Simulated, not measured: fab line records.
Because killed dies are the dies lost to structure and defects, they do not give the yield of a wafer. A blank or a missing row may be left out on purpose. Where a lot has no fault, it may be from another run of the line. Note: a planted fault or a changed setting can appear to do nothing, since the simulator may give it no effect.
fab line records	flow n5_finfet
[record] lots = 5	wafers = 14	last_day = 17
route steps=1938 shown BEOL_M0_CUTY@701 BEOL_M4@1111 PASSIVATION@1936
lots with no fault: from the same line, run without faults
start_h: hours from the record's opening day to when the first of the lot's shown wafers began	wait_h: hours since the lot's step before	" repeats the value in the row above	L1.1+2: a single row standing in for several wafers	- no value present, or no start provided	* or withheld: withheld	< > ~ a bound
route shown NAME@n: a module of which the file shows steps, and the number in the route of the first	usual: mean and standard deviation over wafers with no fault	same: alike in all rows	chamber/n: place in a boat	sites: per-site readings	_std_site: the values' standard deviation	_edge_site: inner sites' mean taken away from outer sites' mean	radius_mm: how far each site lies from the wafer's centre	mask NAME#n: copy n	behind: the most recent tool/chamber to have shaped the wafer	hold: why the lot was held/for how many hours/how that ended	device: names the non-switching transistor (n, p or np)	end of line: the tests these same wafers got at the end of their route	step lacking rows: just its recipe	killed: not the wafer's yield, but the dies lost to structure and defects at the first sort	map: a wafer's dies, marking killed ones x, the rest . and places with no die _
set.NAME: the setting that was run; set.NAME@STEP: the one run at that earlier step	model.NAME: the simulator's own value behind a step, which no gauge read
a table for each step, a row for each wafer; lots at some steps of the route
services: the hour from which a tool's chamber was out of use, counted from the record's first day as start_h (under 0 if before that day), plus the number of hours and why
[[steps]]
[step N5_BEOL_M0_CUTY_COAT_50]
[recipe] resist = SiARC	temp_c = 220	time_s = 60	spin_rpm = 1500	resist_thk_nm = 15
[step N5_BEOL_M0_CUTY_COAT_51]
[recipe] resist = CAR-ArF-block	spin_rpm = 1500	resist_thk_nm = 150
[step N5_BEOL_M0_CUTY_EBR_52]
[recipe] solvent = PGMEA	ebr_width_mm = 1.5
[step N5_BEOL_M0_CUTY_SOFTBAKE_53]
[recipe] temp_c = 110	time_s = 60	resist = CAR-ArF-block
[step N5_BEOL_M0_CUTY_EXPOSE_54]
[recipe] mask_id = M0_ABLK	na = 1.35	source_shape = conventional	sigma_outer = 0.8	polarization = unpolarized	dose_mj = 36
[step N5_BEOL_M0_CUTY_PEB_55]
[recipe] peb_temp_c = 110	peb_time_s = 60	resist = CAR-ArF-block
[step N5_BEOL_M0_CUTY_DEVELOP_56]
[recipe] develop_time_s = 30	developer = TMAH	resist = CAR-ArF-block	rinse_liquid = diw	dry = air_spin	dev_temp_c = 23
[step N5_BEOL_M0_CUTY_CD_MEAS_57]
[recipe] target_cd_nm = 200	landing_energy_ev = 500	detector = se_inlens	polarity = line
[usual] cd_nm = 199.6/1.2
lot.wafer	tool	chamber	start_h	wait_h	cd_nm
L561.2	cd_sem-02	0	139.93	-	198.2
L561.4	"	0	"	"	196.2
L561.6	"	0	"	"	199.8
L562.1	cd_sem-03	0	145.09	-	200.9
L562.3	"	0	"	"	201.4
L562.6	"	0	"	"	201.4
L573.1	cd_sem-02	0	209.20	-	198.1
L573.2	"	0	"	"	198.4
L573.5	"	0	"	"	197.9
L580.1	cd_sem-01	0	251.67	-	199.6
L580.4	"	0	"	"	200.8
L580.5	"	0	"	"	199.2
L579.1	cd_sem-03	0	254.84	-	200.4
L579.5	"	0	"	"	201.0
[step N5_BEOL_M0_CUTY_OVL_MEAS_58]
[recipe] points_per_wafer = 44
[usual] M0_ABLK_OVL = -0.3/0.91
lot.wafer	tool	chamber	start_h	wait_h	M0_ABLK_OVL[nm]
L561.2	overlay-02	0	139.96	0.0	0.1
L561.4	"	0	"	"	-1.2
L561.6	"	0	"	"	-1.0
L562.1	overlay-01	0	145.12	0.0	-0.4
L562.3	"	0	"	"	-0.1
L562.6	"	0	"	"	1.2
L573.1	overlay-01	0	209.23	0.0	-0.4
L573.2	"	0	"	"	0.2
L573.5	"	0	"	"	-0.6
L580.1	overlay-01	0	251.70	0.0	0.1
L580.4	"	0	"	"	-0.8
L580.5	"	0	"	"	0.3
L579.1	overlay-01	0	254.88	0.0	0.0
L579.5	"	0	"	"	-0.7
[step N5_BEOL_M0_CUTY_INSPECT_59]
[recipe] mode = adi	inspect_instrument = macro
[usual] raw_defect_count = 1.9/1.3
lot.wafer	tool	chamber	start_h	wait_h	raw_defect_count
L561.2	defect_inspect-01	-	139.98	0.0	1
L561.4	"	-	"	"	1
L561.6	"	-	"	"	1
L562.1	defect_inspect-02	-	145.15	0.0	1
L562.3	"	-	"	"	1
L562.6	"	-	"	"	2
L573.1	defect_inspect-01	-	209.25	0.0	3
L573.2	"	-	"	"	4
L573.5	"	-	"	"	1
L580.1	defect_inspect-01	-	251.73	0.0	1
L580.4	"	-	"	"	3
L580.5	"	-	"	"	2
L579.1	defect_inspect-02	-	254.90	0.0	1
L579.5	"	-	"	"	0
[step N5_BEOL_M0_CUTY_DESCUM_61]
[recipe] chemistry = O2	time_s = 7.9	source_power_w = 50	bias_power_w = 20	pressure_mtorr = 20	rf_frequency_hz = 2.712e+07	temp_c = 40	resist = CAR-ArF-block	o2_flow_sccm = 225
[usual] chamber_pressure_mTorr = 20.002/0.019	drypump_motor_current_A = 5.8/0.33	oes_product_au = 0.77/0.08	rf_vpp_V = 243.6/1.4	showerhead_plenum_p_Torr = 2.12/0.069	temp_c = 39.99/0.11	throttle_valve_pct = 20.47/0.29
lot.wafer	tool	chamber	start_h	wait_h	chamber_pressure_mTorr	drypump_motor_current_A	oes_product_au	rf_hours_counter_h	rf_vpp_V	showerhead_plenum_p_Torr	temp_c	throttle_valve_pct
L561.2	rie_diel-05	2	140.01	0.0	19.998	5.5	0.88	39	242.6	2.13	39.97	20.33
L561.4	"	3	"	"	20.007	5.8	0.87	40	241.8	2.05	40.04	20.34
L561.6	"	1	"	"	19.985	5.5	0.71	-	244.1	2.17	40.07	20.50
L562.1	rie_diel-03	0	145.18	0.0	19.989	5.7	0.68	221	243.3	2.16	39.94	20.73
L562.3	"	2	"	"	20.019	5.8	0.90	37	244.7	2.23	39.93	20.11
L562.6	"	0	"	"	20.000	5.7	0.69	-	243.2	2.16	40.33	20.72
L573.1	rie_diel-03	2	209.28	0.0	20.012	5.8	0.86	57	245.8	2.22	40.24	20.14
L573.2	"	1	"	"	19.980	5.4	0.73	176	241.9	2.00	40.12	20.03
L573.5	"	0	"	"	19.975	5.6	0.66	-	242.7	2.15	39.83	20.74
L580.1	rie_diel-04	1	251.84	0.1	20.012	6.5	0.95	16	245.4	2.14	39.98	20.42
L580.4	"	1	"	"	20.018	6.4	0.95	-	244.9	2.15	39.86	20.41
L580.5	"	3	"	"	19.991	6.3	0.73	-	242.6	2.07	39.86	20.73
L579.1	rie_diel-03	2	254.93	0.0	19.980	5.8	0.85	75	246.5	2.21	39.85	20.18
L579.5	"	0	"	"	19.975	5.7	1.00	-	242.1	2.15	39.90	20.38
[step N5_BEOL_M0_CUTY_ETCH_62]
[recipe] chemistry = CF4	target = SiARC	mask_material = CAR-ArF-block	time_s = 58.5	ion_energy_ev = 80	pressure_mtorr = 40	source_w = 545	bias_w = 36	Ar_flow_sccm = 100	cf4_flow_sccm = 100	ends = cleared
[usual] chamber_pressure_mTorr = 40.00/0.034	drypump_motor_current_A = 5.8/0.33	etch_rf_on_time_s = 58.2/0.86	mfc_ar_sccm = 100.02/0.28	oes_product_au = 0.66/0.067	rf_vpp_V = 184.3/1.1	showerhead_plenum_p_Torr = 2.16/0.066	throttle_valve_pct = 15.65/0.3
lot.wafer	tool	chamber	start_h	wait_h	chamber_pressure_mTorr	drypump_motor_current_A	etch_rf_on_time_s	mfc_ar_sccm	oes_product_au	rf_hours_counter_h	rf_vpp_V	showerhead_plenum_p_Torr	throttle_valve_pct
L561.2	rie_diel-05	2	140.05	0.0	40.06	5.5	57.7	99.78	0.74	39	184.0	2.17	15.44
L561.4	"	3	"	"	39.99	5.8	56.7	99.73	0.74	40	183.1	2.09	15.44
L561.6	"	1	"	"	39.96	5.5	58.4	99.95	0.62	-	185.3	2.22	15.69
L562.1	rie_diel-03	0	145.22	0.0	40.06	5.7	59.5	100.30	0.58	221	185.2	2.20	15.88
L562.3	"	2	"	"	40.03	5.8	58.6	99.58	0.76	37	188.0	2.26	15.25
L562.6	"	0	"	"	40.00	5.7	59.4	100.07	0.59	-	184.3	2.20	15.88
L573.1	rie_diel-03	2	209.32	0.0	40.01	5.8	58.0	99.79	0.74	57	184.7	2.26	15.28
L573.2	"	1	"	"	39.96	5.4	57.2	99.72	0.63	176	183.0	2.05	15.24
L573.5	"	0	"	"	40.02	5.7	59.2	100.13	0.58	-	185.3	2.19	15.94
L580.1	rie_diel-04	1	251.87	0.0	40.00	6.4	57.0	100.05	0.80	16	184.2	2.19	15.54
L580.4	"	1	"	"	39.99	6.4	57.3	100.61	0.80	-	183.3	2.19	15.55
L580.5	"	3	"	"	39.97	6.2	57.5	100.38	0.63	-	183.4	2.13	15.99
L579.1	rie_diel-03	2	254.97	0.0	40.01	5.8	57.8	100.17	0.72	76	185.4	2.25	15.34
L579.5	"	0	"	"	39.99	5.7	57.3	100.03	0.85	-	185.0	2.19	15.44
[step N5_BEOL_M0_CUTY_ETCH_63]
[recipe] chemistry = N2/H2	target = SOC	target_depth_a = 827	overetch_a = 165	mask_material = SiARC	temp_c = 40	ion_energy_ev = 200	time_s = 124	pressure_mtorr = 30	source_w = 840	bias_w = 150	n2_flow_sccm = 200	h2_flow_sccm = 200
[usual] chamber_pressure_mTorr = 29.996/0.029	drypump_motor_current_A = 5.8/0.33	h2_flow_sccm = 200.0/0.62	oes_product_au = 0.63/0.061	rf_vpp_V = 524.7/2.4	showerhead_plenum_p_Torr = 2.57/0.082	temp_c = 40.00/0.11	throttle_valve_pct = 17.8/0.31
lot.wafer	tool	chamber	start_h	wait_h	chamber_pressure_mTorr	drypump_motor_current_A	h2_flow_sccm	oes_product_au	rf_hours_counter_h	rf_vpp_V	showerhead_plenum_p_Torr	temp_c	throttle_valve_pct	model.SiO2_of_BEOL_M0_SAQP_SPACER2_ALD_26.thk_nm
L561.2	rie_diel-05	2	140.10	0.0	30.021	5.5	199.9	0.72	39	524.3	2.58	40.01	17.7	7.2
L561.4	"	3	"	"	30.010	5.8	199.6	0.70	40	522.8	2.47	39.99	17.6	7
L561.6	"	1	"	"	30.069	5.5	199.0	0.59	-	526.4	2.65	40.26	17.9	7.2
L562.1	rie_diel-03	0	145.26	0.0	30.028	5.7	200.6	0.57	221	525.7	2.62	39.88	18.1	7
L562.3	"	2	"	"	30.026	5.8	200.1	0.74	37	529.5	2.69	39.97	17.4	7
L562.6	"	0	"	"	29.995	5.7	199.7	0.57	-	526.1	2.62	40.04	18.1	7
L573.1	rie_diel-03	2	209.37	0.0	29.960	5.7	200.5	0.71	57	528.5	2.69	39.79	17.4	7
L573.2	"	1	"	"	30.039	5.4	200.3	0.61	176	521.3	2.43	40.14	17.5	7
L573.5	"	0	"	"	29.981	5.7	200.9	0.56	-	524.7	2.61	40.00	18.1	7.2
L580.1	rie_diel-04	1	251.92	0.0	30.019	6.5	201.0	0.76	16	524.7	2.60	40.18	17.7	7
L580.4	"	1	"	"	30.009	6.5	200.7	0.76	-	525.7	2.60	40.01	17.7	7
L580.5	"	3	"	"	29.968	6.3	199.6	0.60	-	522.2	2.52	39.90	18.1	7.2
L579.1	rie_diel-03	2	255.01	0.0	29.996	5.8	200.4	0.69	76	529.1	2.68	40.03	17.5	7
L579.5	"	0	"	"	30.040	5.6	200.0	0.88	-	524.6	2.60	39.88	17.7	7.4
[step N5_BEOL_M0_CUTY_STRIP_64]
[recipe] chemistry = N2/H2	temp_c = 40	n2_flow_sccm = 200	h2_flow_sccm = 200	rf_frequency_hz = 6e+07
[step N5_BEOL_M4_RC_MEAS_101]
[usual] DIBL_N = 35.9/1.3	DIBL_P = 35.9/1.6	IOFF_N = 0.156/0.022	IOFF_P = 0.205/0.023	ION_N = 675/9	ION_P = 463/5.6	SS_N = 71.4/0.57	SS_P = 73.1/0.52	VT_N = 249.7/2.8	VT_P = -250.2/2.5
lot.wafer	tool	chamber	start_h	wait_h	DIBL_N[mV/V]	DIBL_P[mV/V]	IOFF_N[nA/um]	IOFF_P[nA/um]	ION_N[uA/um]	ION_P[uA/um]	SS_N[mV/dec]	SS_P[mV/dec]	VT_N[mV]	VT_P[mV]
L561.2	prober-01	0	197.59	0.2	36.1	37.8	0.171	0.199	680	455	71.8	73.5	250.7	-252.6
L561.4	"	0	"	"	35.2	36.3	0.154	0.180	678	463	71.2	72.9	251.4	-252.8
L561.6	"	0	"	"	36.0	37.2	0.173	0.202	683	460	71.9	73.8	248.2	-251.9
L562.1	prober-01	0	199.93	0.0	36.0	35.8	0.161	0.212	682	470	70.8	72.8	248.5	-247.7
L562.3	"	0	"	"	37.1	36.7	0.189	0.236	702	479	71.8	73.6	247.4	-245.4
L562.6	"	0	"	"	36.0	35.4	0.159	0.209	681	467	71.4	72.6	246.7	-248.9
L573.1	prober-01	0	261.86	0.0	36.7	36.3	0.175	0.212	687	465	71.4	73.1	246.5	-249.9
L573.2	"	0	"	"	35.9	36.1	0.151	0.206	672	458	71.3	73.5	252.0	-252.1
L573.5	"	0	"	"	36.6	36.7	0.170	0.218	690	464	72.5	72.6	245.9	-250.7
L580.1	prober-02	0	298.27	0.0	37.7	36.7	0.173	0.202	683	462	71.7	73.5	249.6	-254.5
L580.4	"	0	"	"	37.9	36.8	0.175	0.203	681	460	72.3	73.8	248.5	-252.4
L580.5	"	0	"	"	39.2	38.4	0.201	0.235	679	462	72.1	73.6	249.6	-252.1
L579.1	prober-01	0	314.14	0.0	35.4	34.5	0.134	0.196	669	466	71.3	72.6	251.3	-248.1
L579.5	"	0	"	"	35.4	34.5	0.128	0.197	669	471	71.4	72.8	253.1	-250.1
[step N5_PASSIVATION_PROBE_49]
[usual] defect_limited_yield = 91.3/1.4	killed_at_M0_to_M3 = 35/11	killed_at_M4_up = 14/5.4	killed_at_contacts = 12/6.2	killed_at_front_end = 38/11	killed_at_other = 4.1/2.8	killed_dies = 103/17	killed_open = 66/13	killed_short = 34/8.2	sort_bin_5_function = 5.1/0.89	sort_bin_6_memory = 3.3/0.72	sort_bin_8_speed = 0.00/0.0099	sort_n_pass = 1077/17	sort_yield_pct = 91.3/1.4
[same] gross_dies = 1180	killed_at_back_side = 0	sort_bin_4_leakage[%] = 0
lot.wafer	tool	chamber	start_h	wait_h	defect_limited_yield[%]	killed_at_M0_to_M3	killed_at_M4_up	killed_at_contacts	killed_at_front_end	killed_at_other	killed_dies	killed_open	killed_short	sort_bin_5_function[%]	sort_bin_6_memory[%]	sort_bin_8_speed[%]	sort_n_pass	sort_yield_pct[%]
L561.2	prober-01	-	294.27	0.7	90.2	32	6	17	51	10	116	76	34	5.6	3.8	0	1064	90.2
L561.4	prober-01	-	294.37	0.8	90.6	18	8	19	55	11	111	76	32	5.5	3.6	0	1069	90.6
L561.6	prober-01	-	294.47	0.9	91.1	27	11	12	47	8	105	66	33	4.7	3.7	0	1075	91.1
L562.1	prober-02	-	304.21	0.0	90.0	39	7	9	54	9	118	58	58	5.6	3.7	0	1062	90.0
L562.3	prober-02	-	304.31	0.1	91.3	35	16	16	28	8	103	63	38	4.7	3.6	0	1077	91.3
L562.6	prober-02	-	304.46	0.3	90.8	35	9	26	36	3	109	73	35	4.7	4.2	0	1071	90.8
L580.1	prober-02	-	408.96	0.0	91.1	42	17	8	38	0	105	66	38	5.3	3.3	0	1075	91.1
L580.4	prober-02	-	409.11	0.2	92.1	32	15	8	29	9	93	59	34	4.4	2.9	0	1087	92.1
L580.5	prober-02	-	409.16	0.2	91.4	33	18	20	28	2	101	69	31	4.7	3.5	0	1079	91.4
L579.1	prober-01	-	414.12	0.0	91.6	39	12	5	37	6	99	65	32	5.0	3.1	0	1081	91.6
L579.5	prober-01	-	414.32	0.2	90.4	34	16	7	52	4	113	72	39	5.6	3.1	0	1067	90.4
// killed by level:class
L561.2 MOL_CONTACT_COAG:geometric_particle:open=15 DUMMY_GATE:geometric_particle:open=12 BEOL_M2:geometric_particle:open=12 FIN_SAQP:geometric_particle:short=9 FIN_SAQP:geometric_particle:open=5 BEOL_M0_SAQP:geometric_particle:open=5 ILD0:geometric_particle:short=4 BEOL_M2:geometric_particle:short=4
L561.4 STI_FIN_REVEAL:geometric_particle:open=18 MOL_CONTACT_COAG:geometric_particle:open=13 BEOL_M2:geometric_particle:open=7 GATE_CUT:geometric_particle:open=6 MOL_CONTACT_COAG:geometric_particle:short=6 DUMMY_GATE:geometric_particle:open=5 PAD_METAL:geometric_particle:open=5 ILD0:geometric_particle:short=4
L561.6 FIN_SAQP:geometric_particle:open=14 MOL_CONTACT_COAG:geometric_particle:open=11 BEOL_M2:geometric_particle:open=10 BEOL_M0_SAQP:geometric_particle:short=7 FIN_SAQP:geometric_particle:short=6 STI_FIN_REVEAL:geometric_particle:open=6 ILD0:geometric_particle:short=4 BEOL_M0_SAQP:geometric_particle:open=4
L562.1 FIN_SAQP:geometric_particle:short=23 BEOL_M0_SAQP:geometric_particle:short=9 BEOL_M0_SAQP:geometric_particle:open=8 FIN_SAQP:geometric_particle:open=7 BEOL_M2:geometric_particle:open=7 MOL_CONTACT_COAG:geometric_particle:open=5 DUMMY_GATE:geometric_particle:open=4 GATE_CUT:geometric_particle:short=4
L562.3 MOL_CONTACT_COAG:geometric_particle:open=10 BEOL_M0_SAQP:geometric_particle:short=9 BEOL_M0_SAQP:geometric_particle:open=9 STI_FIN_REVEAL:geometric_particle:open=5 MOL_CONTACT_COAG:geometric_particle:short=5 DUMMY_GATE:geometric_particle:open=4 BEOL_M1:geometric_particle:short=4 BEOL_M2:geometric_particle:open=4
L562.6 MOL_CONTACT_COAG:geometric_particle:open=20 BEOL_M1:geometric_particle:open=12 DUMMY_GATE:geometric_particle:open=5 MOL_CONTACT_COAG:geometric_particle:short=5 BEOL_M0_SAQP:geometric_particle:short=5 BEOL_M2:geometric_particle:open=5 FIN_SAQP:geometric_particle:open=4 FIN_SAQP:geometric_particle:short=4
L580.1 STI_FIN_REVEAL:geometric_particle:open=16 BEOL_M0_SAQP:geometric_particle:short=14 BEOL_M0_SAQP:geometric_particle:open=9 BEOL_M4:geometric_particle:open=8 MOL_CONTACT_COAG:geometric_particle:open=7 BEOL_M3:geometric_particle:open=6 BEOL_M4:geometric_particle:short=5 FIN_SAQP:geometric_particle:open=4
L580.4 BEOL_M4:geometric_particle:open=11 BEOL_M0_SAQP:geometric_particle:short=9 BEOL_M0_SAQP:geometric_particle:open=8 GATE_CUT:geometric_particle:short=7 MOL_CONTACT_COAG:geometric_particle:open=7 BEOL_M1:geometric_particle:short=6 PASS1_DEP:geometric_particle:short=5 FIN_SAQP:geometric_particle:open=4
L580.5 MOL_CONTACT_COAG:geometric_particle:open=15 BEOL_M4:geometric_particle:open=10 BEOL_M0_SAQP:geometric_particle:short=7 BEOL_M2:geometric_particle:open=7 BEOL_M3:geometric_particle:open=6 STARTING-WAFER:geometric_particle:open=6 MOL_CONTACT_COAG:geometric_particle:short=5 BEOL_M0_SAQP:geometric_particle:open=5
L579.1 BEOL_M0_SAQP:geometric_particle:short=14 FIN_SAQP:geometric_particle:open=12 BEOL_M0_SAQP:geometric_particle:open=12 BEOL_M3:geometric_particle:open=7 BEOL_M5:geometric_particle:open=5 BEOL_M4:geometric_particle:open=5 FIN_SAQP:geometric_particle:short=4 MOL_CONTACT_COAG:geometric_particle:open=4
L579.5 FIN_SAQP:geometric_particle:open=16 BEOL_M0_SAQP:geometric_particle:open=10 BEOL_M0_SAQP:geometric_particle:short=9 ILD0:geometric_particle:open=7 STARTING-WAFER:geometric_particle:short=7 BEOL_M2:geometric_particle:open=6 FIN_SAQP:geometric_particle:short=5 STI_FIN_REVEAL:geometric_particle:open=5
[[services]]
tool	chamber	start_h	hours	kind
rie_diel-04	2	116.92	6.0	repair
rie_diel-04	1	198.07	-	clean
rie_diel-04	1	198.07	-	consumable_replace:focus_ring
rie_diel-04	1	198.07	16.8	scheduled_down
rie_diel-04	1	198.07	16.8	vent_cycle
rie_diel-05	0	219.57	8.4	repair
rie_diel-03	0	230.47	-	clean
rie_diel-03	0	230.47	-	consumable_replace:focus_ring
rie_diel-03	0	230.47	17.0	scheduled_down
rie_diel-03	0	230.47	17.0	vent_cycle
rie_diel-05	2	241.26	2.6	repair
rie_diel-04	0	242.74	-	clean
rie_diel-04	0	242.74	-	consumable_replace:focus_ring
rie_diel-04	0	242.74	14.2	scheduled_down
rie_diel-04	0	242.74	14.2	vent_cycle
[[key]]
first_sign none at tools or gauges
[model_effect] step = N5_BEOL_M0_CUTY_ETCH_63	value = SiO2_of_BEOL_M0_SAQP_SPACER2_ALD_26.thk_nm	without = 7	struck = 7.4
met_at N5_BEOL_M0_CUTY_ETCH_63
struck_wafers L579.5
onset_between 209.37 255.01
[fault] kind = process_parameter_drift	tool = rie_diel-03	chamber = 0	onset_h = 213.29	steps = N5_BEOL_M0_CUTY_ETCH_63	channel = time_s	offset = *	shape = step	acts_in = *	stated = *
